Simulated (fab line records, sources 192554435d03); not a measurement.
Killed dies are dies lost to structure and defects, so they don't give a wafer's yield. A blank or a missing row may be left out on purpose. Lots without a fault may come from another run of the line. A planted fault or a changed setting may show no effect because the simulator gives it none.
Split-lot experiment | flow n5_finfet | 7 lots, 21 wafers read, on a route of 1938 steps

THE SPLIT
At N5_BEOL_M1_CMP_52 (polishes, stops on SiOC, t overpolish 6.8 s, target thk 40 nm), the setting down_force_psi was moved away from the recipe's 1 psi on 8 of the 21 wafers read, by -16.8% to +14.7%. The other wafers ran this setting at the recipe's value.

The reading is taken at the split's own step.

THE READING
barrier_field_endpoint_s, in s, at N5_BEOL_M1_CMP_52 (polishes, stops on SiOC, t overpolish 6.8 s, target thk 40 nm). Fault-free wafers of this fab line usually give 24.5 s, standard deviation 0.66 s.

wafer  | tool, chamber at the split | down_force_psi as run, psi | against the recipe | barrier_field_endpoint_s, s | against lot-mates on the recipe
L082.3 | cmp-04, 1                  | 1                          | recipe             | 25.1                        | -
L082.2 | cmp-04, 3                  | 1                          | recipe             | 24.1                        | -
L082.1 | cmp-04, 0                  | 1                          | recipe             | 24.2                        | -
L083.4 | cmp-04, 0                  | 0.9057                     | -9.4%              | 27.3                        | no lot-mate on the recipe
L083.5 | cmp-04, 3                  | 0.9057                     | -9.4%              | 26.5                        | no lot-mate on the recipe
L083.6 | cmp-04, 0                  | 0.9057                     | -9.4%              | 27.8                        | no lot-mate on the recipe
L087.2 | cmp-03, 3                  | 0.867                      | -13.3%             | 28.0                        | +3.8
L087.5 | cmp-03, 1                  | 1                          | recipe             | 24.2                        | -
L087.6 | cmp-03, 2                  | 0.867                      | -13.3%             | 28.2                        | +4.0
L088.2 | cmp-02, 0                  | 1                          | recipe             | 24.7                        | -
L088.5 | cmp-02, 1                  | 1                          | recipe             | 25.1                        | -
L088.6 | cmp-02, 2                  | 1                          | recipe             | 25.1                        | -
L089.1 | cmp-04, 2                  | 1                          | recipe             | 24.8                        | -
L089.6 | cmp-04, 2                  | 1                          | recipe             | 25.0                        | -
L089.5 | cmp-04, 3                  | 1.147                      | +14.7%             | 22.1                        | -2.8
L093.3 | cmp-04, 1                  | 1                          | recipe             | 25.1                        | -
L093.1 | cmp-04, 2                  | 1                          | recipe             | 24.6                        | -
L093.5 | cmp-04, 2                  | 1                          | recipe             | 24.6                        | -
L094.4 | cmp-04, 1                  | 0.8322                     | -16.8%             | 30.3                        | +5.4
L094.1 | cmp-04, 2                  | 0.8322                     | -16.8%             | 28.8                        | +3.9
L094.5 | cmp-04, 1                  | 1                          | recipe             | 24.9                        | -

THE FIT
A straight line over all 21 wafers: barrier_field_endpoint_s changes by -0.25 s for each +1% of down_force_psi; r = -0.97; the points scatter about the line by 0.52 s.
The same after taking each lot's own level away (the mean of its wafers on the recipe; 18 wafers): -0.26 s for each +1%; r = -0.98; scatter 0.45 s.
On that fit, the largest move of down_force_psi shifts the reading by 4.4 s.
The lots' own levels span 24.20 to 24.97 s, that is 1.2 times the standard deviation above.
So the lot-to-lot level changes the slope little: the two slopes agree.
Check: with one of the wafers moved furthest among these (-16.8%) left out of the fit, the line predicts +4.19 s for it against its lot-mates. It came out at +5.4 s against them.
Tool readings at the split's step, against how far the setting was moved: barrier_field_endpoint_s r = -0.97.

OTHER SPLITS ON THESE WAFERS
These wafers also went through other splits before the reading. Each is held against what the fit with the lots' levels taken away leaves over:
other split on the same wafers                  | wafers away from the commonest value | r with barrier_field_endpoint_s (lot level and that fit taken away)
N5_MOL_CONTACT_COAG_ETCHBACK_136 target_depth_a | 11                                   | +0.23
N5_MOL_CONTACT_COAG_CVD_140 target_thk_a        | 6                                    | -0.10
N5_BEOL_M0_SAQP_SPACER2_ALD_26 target_thk_a     | 8                                    | -0.22
N5_BEOL_M0_SAQP_COAT_87 temp_c                  | 7                                    | -0.12
N5_BEOL_M1_COAT_67 spin_rpm                     | 5                                    | -0.10
N5_BEOL_M1_COAT_76 time_s                       | 5                                    | -0.38

THE FILE'S OWN FIT
barrier_field_endpoint_s changes by -0.253 s for each +1% of down_force_psi, r = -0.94.
